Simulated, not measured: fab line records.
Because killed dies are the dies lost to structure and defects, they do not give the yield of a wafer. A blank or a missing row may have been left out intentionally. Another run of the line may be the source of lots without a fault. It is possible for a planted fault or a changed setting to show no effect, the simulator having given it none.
fab line records	flow nand_harc
record: lots: 6	wafers: 18	last_day: 22
route steps=1159 shown P_GATE@133 END@1159
lots that met no fault: from a run of the same line without faults
start_h: the number of hours between the record's first day and the start of the first shown wafer of the lot	wait_h: time in hours since the lot's previous step	" as in the row above	L1.1+2: one row covering several wafers at once	- value missing, or start not given	* or withheld: withheld	< > ~ a bound
route shown NAME@n: NAME is a module with steps in the file, n the number in the route of the first one	usual: the fault-free wafers' mean and standard deviation	same: alike in all rows	chamber/n: place in a boat	sites: per-site readings	_std_site: their standard deviation	_edge_site: outer sites' mean less inner sites'	radius_mm: how far each site lies from the wafer's centre	mask NAME#n: copy n	behind: tool/chamber where the wafer was last shaped	hold: why the lot was held/for how many hours/how that ended	device: the transistor (n, p or np) that didn't switch	end of line: tests run on the same wafers once the route is complete	where a step has no rows: the recipe by itself	killed: the dies lost at the first sort to structure and to defects; this is not the yield of the wafer	map: dies across one wafer; x = killed, . = not, _ = none there
set.NAME: the run value of the setting; set.NAME@STEP: its run value at that earlier step	model.NAME: the simulator's own value behind a step, which no gauge read
a table for each step, a row for each wafer; lots at some steps of the route
services: from which hour (start_h, from the record's first day; less than 0 if before it) a tool's chamber was out of use, for how many hours, and why
== steps ==
step: NHARC_P_GATE_DEHYDRATE_18
recipe: temp_c: 150	time_s: 120
step: NHARC_P_GATE_HMDS_19
recipe: time_s: 30
step: NHARC_P_GATE_COAT_20
recipe: spin_rpm: 1500	resist_thk_nm: 90
step: NHARC_P_GATE_SOFTBAKE_21
recipe: temp_c: 105	time_s: 55
step: NHARC_P_GATE_EBR_22
step: NHARC_P_GATE_EXPOSE_23
recipe: na: 1.35	target_cd_nm: 120	dose_mj: 93.91	mask_id: P_GATE
step: NHARC_P_GATE_PEB_24
recipe: peb_temp_c: 100	peb_time_s: 65
step: NHARC_P_GATE_DEVELOP_25
recipe: develop_time_s: 35	dev_temp_c: 23
step: NHARC_P_GATE_CD_MEAS_26
recipe: target_cd_nm: 120	landing_energy_ev: 500
usual: cd_nm: 120.2/0.51
lot.wafer	tool	chamber	start_h	wait_h	cd_nm
L225.1	cd_sem-03	0	84.00	-	119.2
L225.3	"	0	"	"	119.0
L225.5	"	0	"	"	119.7
L232.1	cd_sem-03	0	128.59	-	120.8
L232.2	"	0	"	"	120.9
L232.3	"	0	"	"	121.2
L234.1	cd_sem-01	0	139.76	-	119.7
L234.5	"	0	"	"	119.7
L234.6	"	0	"	"	120.4
L238.1	cd_sem-02	0	171.54	-	119.6
L238.4	"	0	"	"	119.6
L238.6	"	0	"	"	120.0
L240.1	cd_sem-02	0	180.22	-	120.0
L240.2	"	0	"	"	120.6
L240.6	"	0	"	"	119.7
L241.4	cd_sem-03	0	193.94	-	119.8
L241.5	"	0	"	"	121.3
L241.6	"	0	"	"	120.4
step: NHARC_P_GATE_OVL_MEAS_27
usual: overlay_x_nm: 0.0/0.92	overlay_y_nm: -0.1/0.88
lot.wafer	tool	chamber	start_h	wait_h	overlay_x_nm	overlay_y_nm
L225.1	overlay-01	-	84.09	-	-0.2	0.7
L225.3	"	-	"	"	-0.4	0.8
L225.5	"	-	"	"	0.0	0.3
L232.1	overlay-01	-	128.68	-	-1.7	-0.1
L232.2	"	-	"	"	-1.9	-0.2
L232.3	"	-	"	"	-1.8	-0.8
L234.1	overlay-02	-	139.85	-	-1.4	0.6
L234.5	"	-	"	"	-0.8	0.2
L234.6	"	-	"	"	-1.2	0.1
L238.1	overlay-02	-	171.63	-	-0.5	1.7
L238.4	"	-	"	"	-0.1	1.2
L238.6	"	-	"	"	0.0	1.1
L240.1	overlay-01	-	180.31	-	0.5	1.3
L240.2	"	-	"	"	0.4	2.3
L240.6	"	-	"	"	0.4	1.9
L241.4	overlay-02	-	194.02	-	2.3	-1.3
L241.5	"	-	"	"	2.1	-1.7
L241.6	"	-	"	"	2.8	-0.9
step: NHARC_P_GATE_INSPECT_28
usual: raw_defect_count: 6.1/3
lot.wafer	tool	chamber	start_h	wait_h	raw_defect_count
L225.1	defect_inspect-02	-	84.13	0.0	7
L225.3	"	-	"	"	10
L225.5	"	-	"	"	3
L232.1	defect_inspect-02	-	128.72	0.0	9
L232.2	"	-	"	"	4
L232.3	"	-	"	"	5
L234.1	defect_inspect-02	-	139.89	0.0	5
L234.5	"	-	"	"	4
L234.6	"	-	"	"	6
L238.1	defect_inspect-02	-	171.66	0.0	13
L238.4	"	-	"	"	5
L238.6	"	-	"	"	9
L240.1	defect_inspect-02	-	180.35	0.0	2
L240.2	"	-	"	"	17
L240.6	"	-	"	"	11
L241.4	defect_inspect-01	-	194.05	0.0	3
L241.5	"	-	"	"	3
L241.6	"	-	"	"	4
step: NHARC_P_GATE_DESCUM_31
recipe: time_s: 3	o2_flow_sccm: 200	ar_flow_sccm: 0	bias_power_w: 0	chemistry: O2
usual: drypump_motor_current_A: 5.6/0.52	oes_product_au: 1.000/0.0085	rf_vpp_V: 57.8/0.84	showerhead_plenum_p_Torr: 1.94/0.096	throttle_valve_pct: 11.312/0.0099
lot.wafer	tool	chamber	start_h	wait_h	drypump_motor_current_A	oes_product_au	rf_hours_counter_h	rf_vpp_V	showerhead_plenum_p_Torr	throttle_valve_pct
L225.3	rie_diel-11	3	84.20	0.1	5.9	0.995	25	58.7	2.07	11.311
L225.1	"	1	"	"	6.4	1.002	26	58.2	1.84	11.294
L225.5	"	2	"	"	4.8	1.004	-	58.8	2.03	11.308
L232.3	rie_diel-11	0	128.78	0.1	5.1	1.000	30	56.6	1.80	11.320
L232.2	"	1	"	"	6.4	1.004	39	58.5	1.83	11.326
L232.1	"	3	"	"	6.0	1.002	38	57.2	2.06	11.334
L234.1	rie_diel-11	1	139.95	0.1	6.4	1.013	41	57.4	1.83	11.314
L234.6	"	1	"	"	6.4	1.008	-	57.6	1.83	11.298
L234.5	"	2	"	"	4.8	1.010	-	58.4	2.03	11.312
L238.4	rie_diel-02	1	171.73	0.1	4.9	0.999	3	58.3	1.96	11.321
L238.1	"	3	"	"	5.8	0.999	3	56.9	2.01	11.315
L238.6	"	0	"	"	6.3	1.010	-	58.8	2.04	11.315
L240.2	rie_diel-02	3	180.42	0.1	5.8	0.977	6	57.7	2.01	11.309
L240.1	"	1	"	"	4.9	0.984	6	58.3	1.96	11.310
L240.6	"	3	"	"	5.8	0.976	-	57.2	2.01	11.330
L241.4	rie_diel-02	1	194.11	0.1	4.9	0.997	9	58.3	1.96	11.303
L241.6	"	1	"	"	4.9	0.997	-	56.9	1.96	11.315
L241.5	"	2	"	"	5.5	0.996	-	57.5	1.79	11.328
step: NHARC_P_GATE_ETCH_104
recipe: target_depth_a: 600	time_s: withheld	cf4_flow_sccm: 100	chf3_flow_sccm: 30	ar_flow_sccm: 0	rf_w: 500	bias_w: 200	chemistry: CF4/CHF3
usual: drypump_motor_current_A: 5.6/0.53	oes_product_au: 0.951/0.023	rf_vpp_V: 371.1/2.7	showerhead_plenum_p_Torr: 1.59/0.073	throttle_valve_pct: 16.802/0.0097
lot.wafer	tool	chamber	start_h	wait_h	drypump_motor_current_A	oes_product_au	rf_vpp_V	showerhead_plenum_p_Torr	throttle_valve_pct
L225.3	rie_diel-11	1	84.27	0.1	6.4	0.934	368.6	1.51	16.805
L225.1	"	3	"	"	5.9	0.928	374.7	1.69	16.796
L225.5	"	2	"	"	4.8	0.936	374.1	1.67	16.794
L232.1	rie_diel-11	2	128.87	0.1	4.8	0.982	373.5	1.66	16.811
L232.3	"	3	"	"	5.9	0.982	374.6	1.69	16.832
L232.2	"	0	"	"	5.0	0.967	367.8	1.48	16.800
L234.1	rie_diel-11	1	140.04	0.1	6.4	0.986	368.4	1.51	16.809
L234.5	"	0	"	"	5.1	0.991	368.7	1.48	16.791
L234.6	"	1	"	"	6.4	0.988	368.4	1.51	16.801
L238.4	rie_diel-02	1	171.81	0.1	4.9	0.958	371.8	1.61	16.815
L238.1	"	2	"	"	5.5	0.971	367.4	1.48	16.813
L238.6	"	1	"	"	4.9	0.966	372.7	1.61	16.801
L240.1	rie_diel-02	2	180.78	0.3	5.5	0.926	367.7	1.48	16.810
L240.2	"	0	"	"	6.3	0.931	373.2	1.67	16.797
L240.6	"	2	"	"	5.5	0.927	366.8	1.48	16.806
L241.4	rie_diel-02	2	194.21	0.1	5.5	0.967	368.1	1.48	16.773
L241.5	"	0	"	"	6.3	0.972	373.7	1.67	16.801
L241.6	"	1	"	"	4.9	0.962	372.6	1.61	16.796
step: NHARC_P_GATE_HM_OPEN_105
recipe: target_depth_a: 3600	o2_flow_sccm: 400	cos_flow_sccm: 20	ar_flow_sccm: 0	rf_w: 500	bias_w: 300	chemistry: O2/COS
usual: drypump_motor_current_A: 5.6/0.5	oes_product_au: 1.001/0.0078	rf_vpp_V: 468/3.2	showerhead_plenum_p_Torr: 3.16/0.15	throttle_valve_pct: 28.331/0.0093
lot.wafer	tool	chamber	start_h	wait_h	drypump_motor_current_A	oes_product_au	rf_hours_counter_h	rf_vpp_V	showerhead_plenum_p_Torr	throttle_valve_pct
L225.1	rie_diel-11	3	-	-	6.0	1.000	25	473	3.36	28.335
L225.3	"	1	"	"	6.4	1.000	26	465	3.00	28.343
L225.5	"	3	"	"	5.9	1.014	-	471	3.36	28.320
L232.1	rie_diel-11	3	-	-	6.0	1.007	38	472	3.35	28.336
L232.2	"	1	"	"	6.4	1.018	39	464	3.00	28.340
L232.3	"	2	"	"	4.8	0.992	40	470	3.30	28.333
L234.1	rie_diel-11	1	-	-	6.4	1.011	41	465	3.00	28.323
L234.5	"	3	"	"	5.9	1.005	-	472	3.35	28.330
L234.6	"	0	"	"	5.1	0.998	-	465	2.94	28.341
L238.1	rie_diel-02	3	-	-	5.8	0.997	3	469	3.27	28.324
L238.4	"	0	"	"	6.3	0.997	3	471	3.31	28.337
L238.6	"	3	"	"	5.8	0.983	-	470	3.27	28.327
L240.2	rie_diel-02	3	-	-	5.7	0.990	6	470	3.27	28.343
L240.1	"	2	"	"	5.5	1.004	6	464	2.94	28.339
L240.6	"	0	"	"	6.4	1.004	-	472	3.31	28.343
L241.4	rie_diel-02	2	-	-	5.5	0.997	8	463	2.94	28.338
L241.6	"	1	"	"	5.0	1.005	-	470	3.20	28.332
L241.5	"	2	"	"	5.5	1.001	-	464	2.94	28.338
step: NHARC_P_GATE_STRIP_106
recipe: o2_flow_sccm: 400	cos_flow_sccm: 20	ar_flow_sccm: 0	bias_w: 0	chemistry: O2/COS
step: NHARC_P_GATE_ETCH_114
recipe: target_depth_a: 300	overetch_a: 30	time_s: 16.5	ion_energy_ev: 100	cf4_flow_sccm: 80	o2_flow_sccm: 20	ar_flow_sccm: 0	rf_w: 300	bias_w: 100	chemistry: CF4/O2
usual: drypump_motor_current_A: 5.6/0.53	oes_product_au: 1.001/0.0083	rf_vpp_V: 198.0/1.6	showerhead_plenum_p_Torr: 1.35/0.065	throttle_valve_pct: 13.398/0.0091
lot.wafer	tool	chamber	start_h	wait_h	drypump_motor_current_A	oes_product_au	rf_hours_counter_h	rf_vpp_V	showerhead_plenum_p_Torr	throttle_valve_pct
L225.3	rie_diel-11	1	-	-	6.4	1.014	26	196.8	1.28	13.403
L225.1	"	0	"	"	5.1	1.004	18	197.6	1.26	13.407
L225.5	"	1	"	"	6.4	1.012	-	195.3	1.28	13.397
L232.3	rie_diel-11	0	-	-	5.0	1.001	30	196.2	1.26	13.404
L232.1	"	1	"	"	6.3	1.008	39	197.2	1.28	13.403
L232.2	"	2	"	"	4.8	1.001	40	199.9	1.41	13.406
L234.1	rie_diel-11	0	-	-	5.1	1.010	34	197.0	1.26	13.380
L234.5	"	0	"	"	5.1	1.006	-	197.2	1.26	13.387
L234.6	"	1	"	"	6.4	1.016	-	197.3	1.28	13.398
L238.4	rie_diel-02	0	-	-	6.3	0.994	3	199.5	1.42	13.395
L238.1	"	3	"	"	5.8	0.994	3	199.0	1.40	13.401
L238.6	"	0	"	"	6.3	0.993	-	199.0	1.42	13.395
L240.2	rie_diel-02	3	-	-	5.8	0.994	6	198.9	1.40	13.393
L240.1	"	0	"	"	6.3	1.006	6	198.2	1.42	13.382
L240.6	"	1	"	"	4.9	1.002	-	199.3	1.37	13.401
L241.4	rie_diel-02	1	-	-	4.9	1.008	9	197.8	1.37	13.397
L241.6	"	2	"	"	5.5	1.022	-	196.5	1.25	13.407
L241.5	"	3	"	"	5.8	1.002	-	198.4	1.40	13.395
step: NHARC_P_GATE_ETCH_32
recipe: target_depth_a: 1500	over_etch_frac: 1	over_etch_ion_energy_ev: 40	time_s: 100.1	hbr_flow_sccm: 150	cl2_flow_sccm: 50	rf_w: 400	icp_w: 400	bias_w: 100	chemistry: HBr/Cl2
usual: drypump_motor_current_A: 5.7/0.41	oes_product_au: 0.999/0.007	throttle_valve_pct: 26.405/0.009
lot.wafer	tool	chamber	start_h	wait_h	drypump_motor_current_A	oes_product_au	rf_hours_counter_h	throttle_valve_pct
L225.1	rie_si-02	2	84.68	-	5.4	0.995	0.5	26.401
L225.3	"	3	"	"	5.5	1.008	0.2	26.403
L225.5	"	0	"	"	5.8	1.004	-	26.418
L232.3	rie_si-02	3	129.24	-	5.5	0.999	0.6	26.391
L232.2	"	0	"	"	5.8	1.003	1.0	26.402
L232.1	"	2	"	"	5.3	0.994	0.9	26.419
L234.1	rie_si-03	1	140.42	-	4.6	1.001	1.4	26.407
L234.5	"	0	"	"	5.8	1.002	-	26.401
L234.6	"	1	"	"	4.6	1.008	-	26.418
L238.1	rie_si-03	3	172.20	-	5.6	0.995	0.0	26.404
L238.4	"	2	"	"	4.8	0.989	0.0	26.409
L238.6	"	3	"	"	5.7	0.993	-	26.397
L240.1	rie_si-02	2	181.16	-	5.4	0.982	1.4	26.398
L240.2	"	3	"	"	5.5	0.990	1.1	26.405
L240.6	"	3	"	"	5.5	0.990	-	26.393
L241.4	rie_si-03	0	194.68	-	5.8	0.994	0.3	26.402
L241.6	"	1	"	"	4.6	1.005	-	26.396
L241.5	"	2	"	"	4.8	1.005	-	26.405
step: NHARC_P_GATE_STRIP_108
recipe: o2_flow_sccm: 500	ar_flow_sccm: 0	bias_w: 0	chemistry: O2
step: NHARC_P_GATE_CD_MEAS_33
usual: cd_nm: 120.5/2
lot.wafer	tool	chamber	start_h	wait_h	cd_nm
L225.1	cd_sem-02	-	84.99	-	117.3
L225.3	"	-	"	"	121.0
L225.5	"	-	"	"	119.2
L232.1	cd_sem-01	-	129.61	-	118.7
L232.2	"	-	"	"	124.1
L232.3	"	-	"	"	122.6
L234.1	cd_sem-03	-	140.74	-	120.6
L234.5	"	-	"	"	118.4
L234.6	"	-	"	"	120.8
L238.1	cd_sem-02	-	172.53	-	118.4
L238.4	"	-	"	"	117.0
L238.6	"	-	"	"	119.5
L240.1	cd_sem-02	-	181.49	-	124.7
L240.2	"	-	"	"	123.8
L240.6	"	-	"	"	120.1
L241.4	cd_sem-02	-	194.98	-	119.2
L241.5	"	-	"	"	121.3
L241.6	"	-	"	"	120.4
step: NHARC_P_GATE_STRIP_35
recipe: time_s: 600	temp_c: 130	chemistry: SPM
step: NHARC_P_GATE_PRECLEAN_73
recipe: time_s: *	temp_c: 50	bath_age_min: 0	chemistry: SC1
step: NHARC_P_GATE_SRD_74
step: NHARC_P_GATE_ALD_36
recipe: target_thk_a: 200	pulse_time_s: 60	ald_cycles: 223	temp_c: 400	material: SiNx
step: NHARC_P_GATE_ETCHBACK_37
recipe: target_depth_a: 345	time_s: 17.2	chf3_flow_sccm: 50	o2_flow_sccm: 10	ar_flow_sccm: 200	rf_w: 500	bias_w: 200	chemistry: CHF3/O2
step: NHARC_P_GATE_STRIP_101
recipe: time_s: 20	o2_flow_sccm: 500	ar_flow_sccm: 0	bias_w: 0	chemistry: O2
usual: drypump_motor_current_A: 5.6/0.51	oes_product_au: 1.000/0.0074	rf_vpp_V: 57.9/0.92	showerhead_plenum_p_Torr: 3.56/0.16	throttle_valve_pct: 17.036/0.009
lot.wafer	tool	chamber	start_h	wait_h	drypump_motor_current_A	oes_product_au	rf_hours_counter_h	rf_vpp_V	showerhead_plenum_p_Torr	throttle_valve_pct
L225.1	rie_diel-12	2	95.21	0.1	5.8	0.991	24	57.4	3.56	17.026
L225.3	"	3	"	"	6.0	0.999	23	59.1	3.69	17.031
L225.5	"	1	"	"	5.0	1.008	-	57.3	3.39	17.046
L232.1	rie_diel-02	1	139.65	0.1	5.0	1.004	27	58.7	3.62	17.051
L232.3	"	2	"	"	5.5	1.014	28	55.7	3.33	17.030
L232.2	"	3	"	"	5.8	1.011	29	57.8	3.69	17.038
L234.1	rie_diel-12	0	150.86	0.1	5.7	1.004	39	58.6	3.55	17.034
L234.5	"	1	"	"	5.0	0.992	-	58.0	3.38	17.037
L234.6	"	2	"	"	5.8	0.984	-	57.6	3.55	17.041
L238.1	rie_diel-02	2	182.61	0.1	5.5	0.992	6	58.2	3.32	17.042
L238.4	"	3	"	"	5.8	0.983	6	57.5	3.69	17.042
L238.6	"	1	"	"	4.9	0.997	-	59.6	3.61	17.041
L240.2	rie_diel-02	2	191.72	0.1	5.5	1.004	7	57.9	3.32	17.032
L240.1	"	3	"	"	5.8	0.984	8	59.4	3.69	17.043
L240.6	"	2	"	"	5.5	1.000	-	59.6	3.32	17.038
L241.4	rie_diel-02	0	205.01	0.1	6.3	1.000	11	58.3	3.73	17.039
L241.6	"	0	"	"	6.3	1.005	-	58.1	3.73	17.035
L241.5	"	1	"	"	4.9	1.007	-	58.6	3.61	17.040
step: NHARC_P_GATE_PRECLEAN_97
recipe: time_s: 600	temp_c: 120	chemistry: SPM
step: NHARC_P_GATE_SRD_98
step: NHARC_P_GATE_PRECLEAN_99
recipe: time_s: *	temp_c: 50	bath_age_min: 0	chemistry: SC1
step: NHARC_P_GATE_SRD_100
step: NHARC_P_GATE_DEHYDRATE_38
recipe: temp_c: 150	time_s: 120
step: NHARC_P_GATE_HMDS_39
recipe: time_s: 30
step: NHARC_P_GATE_COAT_40
recipe: spin_rpm: 3000
step: NHARC_P_GATE_SOFTBAKE_41
recipe: temp_c: 122	time_s: 95
step: NHARC_P_GATE_EBR_42
step: NHARC_P_GATE_EXPOSE_43
recipe: na: 0.6	target_cd_nm: 720	dose_mj: 14.81	mask_id: P_NSD
step: NHARC_P_GATE_PEB_44
recipe: peb_temp_c: 118	peb_time_s: 85
step: NHARC_P_GATE_DEVELOP_45
recipe: time_s: 70
step: NHARC_P_GATE_CD_MEAS_46
recipe: target_cd_nm: 720	landing_energy_ev: 500
usual: cd_nm: 720.1/1.1
lot.wafer	tool	chamber	start_h	wait_h	cd_nm
L225.1	cd_sem-01	0	96.13	-	718.7
L225.3	"	0	"	"	719.0
L225.5	"	0	"	"	719.9
L232.1	cd_sem-01	0	140.44	-	718.0
L232.2	"	0	"	"	719.7
L232.3	"	0	"	"	720.5
L234.1	cd_sem-01	0	151.78	-	719.6
L234.5	"	0	"	"	718.7
L234.6	"	0	"	"	720.4
L238.1	cd_sem-02	0	183.53	-	718.9
L238.4	"	0	"	"	720.9
L238.6	"	0	"	"	721.1
L240.1	cd_sem-02	0	192.52	-	721.4
L240.2	"	0	"	"	720.2
L240.6	"	0	"	"	719.5
L241.4	cd_sem-03	0	205.89	-	717.9
L241.5	"	0	"	"	718.8
L241.6	"	0	"	"	720.5
step: NHARC_P_GATE_HARDBAKE_47
recipe: temp_c: 125	time_s: 80
step: NHARC_P_GATE_DESCUM_48
recipe: time_s: 3	o2_flow_sccm: 200	ar_flow_sccm: 0	bias_power_w: 0	chemistry: O2
step: NHARC_P_GATE_IMPLANT_49
recipe: energy_kev: 30	dose_cm2: 3e+15	tilt_deg: 7
step: NHARC_P_GATE_STRIP_111
recipe: power_w: 1500	temp_c: 110	time_s: 250	chemistry: N2/H2
step: NHARC_P_GATE_INSPECT_68
usual: raw_defect_count: 206/92
lot.wafer	tool	chamber	start_h	wait_h	raw_defect_count
L225.1	defect_inspect-01	-	102.68	0.2	148
L225.3	"	-	"	"	202
L225.5	"	-	"	"	119
L232.1	defect_inspect-02	-	146.73	0.2	682
L232.2	"	-	"	"	724
L232.3	"	-	"	"	882
L234.1	defect_inspect-02	-	158.46	0.2	579
L234.5	"	-	"	"	638
L234.6	"	-	"	"	562
L238.1	defect_inspect-02	-	190.90	0.2	162
L238.4	"	-	"	"	157
L238.6	"	-	"	"	107
L240.1	defect_inspect-01	-	199.16	0.2	179
L240.2	"	-	"	"	201
L240.6	"	-	"	"	533
L241.4	defect_inspect-02	-	212.58	0.1	164
L241.5	"	-	"	"	137
L241.6	"	-	"	"	151
step: NHARC_END_SORT_01
recipe: temp_c: 25
usual: killed_at_array: 29/11	killed_at_other: 0.6/0.92	killed_at_periphery: 3.2/2	killed_dies: 33/11	killed_open: 3.2/2	killed_short: 1.9/1.5
same: gross_dies: 677
lot.wafer	tool	chamber	start_h	wait_h	killed_at_array	killed_at_other	killed_at_periphery	killed_dies	killed_open	killed_short
L232.1	prober-02	0	484.86	2.6	11	2	77	90	2	1
L232.2	prober-02	0	485.67	2.9	12	2	74	88	2	2
L232.3	prober-02	0	486.48	3.2	10	0	31	41	2	0
L234.1	prober-02	0	492.90	2.5	9	0	77	86	2	3
L234.5	prober-02	0	496.12	3.7	15	0	75	90	3	2
L234.6	prober-02	0	496.92	4.0	8	0	85	93	2	0
killed by level:class
L232.1 P_GATE:unspecified=74 A_STAIRCASE:chamber_film_flake=4 A_CHANNEL_FILL_D1:geometric_particle:open=2 A_WL_FILL:chamber_film_flake=2 A_CONTACT:chamber_film_flake=2 THIN_TSV:chamber_film_flake=2 A_CHANNEL_FILL_D1:geometric_particle:short=1 P_ZERO_WELL:chamber_film_flake=1
L232.2 P_GATE:unspecified=72 A_CHANNEL_HOLE_D1:chamber_film_flake=3 A_CONTACT:chamber_film_flake=2 THIN_TSV:chamber_film_flake=2 A_ONON_D1:geometric_particle:open=1 A_STAIRCASE:geometric_particle:open=1 A_WL_FILL:geometric_particle:short=1 A_M0:geometric_particle:short=1
L232.3 P_GATE:unspecified=27 P_ZERO_WELL:chamber_film_flake=3 A_STAIRCASE:chamber_film_flake=3 A_CHANNEL_HOLE_D1:chamber_film_flake=2 A_CONTACT:chamber_film_flake=2 P_STI:geometric_particle:open=1 A_CONTACT:geometric_particle:open=1 A_CHANNEL_FILL_D1:chamber_film_flake=1
L234.1 P_GATE:unspecified=77 A_ZERO_WELL:chamber_film_flake=3 A_ONON_D1:geometric_particle:short=2 A_WL_FILL:geometric_particle:open=1 A_BLC:geometric_particle:short=1 A_BLC:geometric_particle:open=1 A_CONTACT:chamber_film_flake=1
L234.5 P_GATE:unspecified=73 A_CONTACT:chamber_film_flake=5 A_CHANNEL_HOLE_D1:chamber_film_flake=3 P_ZERO_WELL:chamber_film_flake=2 A_ZERO_WELL:chamber_film_flake=2 A_ONON_D1:geometric_particle:open=1 A_CHANNEL_HOLE_D1:geometric_particle:short=1 A_CHANNEL_FILL_D1:geometric_particle:short=1
L234.6 P_GATE:unspecified=81 A_CHANNEL_HOLE_D1:chamber_film_flake=3 P_BONDPAD:chamber_film_flake=2 A_ZERO_WELL:chamber_film_flake=2 A_CONTACT:geometric_particle:open=1 A_M0:geometric_particle:open=1 P_ZERO_WELL:chamber_film_flake=1 P_GATE:chamber_film_flake=1
map L232.1 (x killed, . not)
____________.____________
_________......._________
_______..........._______
______......x......______
_____..............._____
____.................____
____.................____
___........x.xxx......___
___.......x.xxx.......___
__.........xxxxxx......__
__.......xxxxxxxx......__
_..........xxxxxx......._
_..........xxxxxxx......_
_.........xxxxxxxx......_
_....x....xxxxxxx......._
_........x.xxxxxxx......_
..........xxxxxxx........
....x.......xxxxx........
.......x...xxxx..........
...x..........x..........
.....x...............x...
_......................._
_......................._
_..x.........x.....x...._
_.........x............._
_........x.............._
__.....................__
__.......x.............__
___...x...............___
___.............x.....___
____.................____
____.................____
_____..............._____
______.............______
_______..........._______
_________......._________
____________.____________
map L234.6 (x killed, . not)
____________.____________
_________......._________
_______..........._______
______.............______
_____..............._____
____.................____
____.................____
___...................___
___............x......___
__.....................__
__.....................__
_..x.....x.............._
_.xxxx.................._
_xxxxxx.x..............._
_xxxxxxx................_
_.xxxxxxx..............._
.xxxxxxxxx...............
xxxxxxxxx...x...........x
xxxxxxxxx................
xxxxxxxxx................
.xxxxxxx.................
_.xxxxxx................_
_xxxxx..x..............._
_.x.x.xx................_
_......................._
_......................._
__.....................__
__..................x..__
___....x..........x...___
___...................___
____.x...............____
____.................____
_____..............._____
______.............______
_______..........._______
_________......._________
____________.____________
== services ==
tool	chamber	start_h	hours	kind
rie_diel-02	0	80.87	-	clean
rie_diel-02	1	80.87	-	clean
rie_diel-02	2	80.87	-	clean
rie_diel-02	3	80.87	-	clean
rie_diel-11	-	85.68	0.4	repair
rie_diel-02	0	105.41	-	clean
rie_diel-02	1	105.41	-	clean
rie_diel-02	2	105.41	-	clean
rie_diel-02	3	105.41	-	clean
rie_si-02	3	126.25	2.9	repair
rie_si-03	1	127.78	11.9	repair
rie_si-02	1	128.74	4.6	repair
rie_diel-02	0	129.91	-	clean
rie_diel-02	1	129.91	-	clean
rie_diel-02	2	129.91	-	clean
rie_diel-02	3	129.91	-	clean
rie_diel-02	-	150.70	9.0	pm
rie_diel-02	0	150.70	9.0	vent_cycle
rie_diel-02	1	150.70	9.0	vent_cycle
rie_diel-02	2	150.70	9.0	vent_cycle
rie_diel-02	3	150.70	9.0	vent_cycle
rie_si-03	-	155.00	9.0	pm
rie_diel-11	-	189.82	9.0	pm
rie_diel-12	-	202.53	9.0	pm
== key ==
first_sign: step: NHARC_P_GATE_INSPECT_68	reading: raw_defect_count	direction: up	sigmas: 5.1	usual: 206	struck: 678
effect: step: NHARC_END_SORT_01	reading: killed_at_periphery	direction: up	sigmas: 33	usual: 3.2	struck: 69.8
more_kills_born_at: NHARC_P_GATE_ETCH_104@rie_diel-11: 404
met_at NHARC_P_GATE_ETCH_104
struck_wafers L232.1,L232.2,L232.3,L234.1,L234.5,L234.6
tester_left_out L232,L234
onset_between 84.27 128.87
also_fits NHARC_P_GATE_DESCUM_31:rie_diel-11,NHARC_P_GATE_HM_OPEN_105:rie_diel-11,NHARC_P_GATE_ETCH_114:rie_diel-11
fault: kind: chamber_particle_source	tool: rie_diel-11	chamber: -	onset_h: 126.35	steps: NHARC_P_GATE_ETCH_104	rate_per_visit_cm2: 0.75022	end_h: 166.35
tester_left_out: of these lots the tester's yield and bins aren't shown, on N5 and GAA mostly nor the transistor test; their killed dies are dies lost to structure and defects alone, not to doping, threshold or leakage, so they don't give the yield
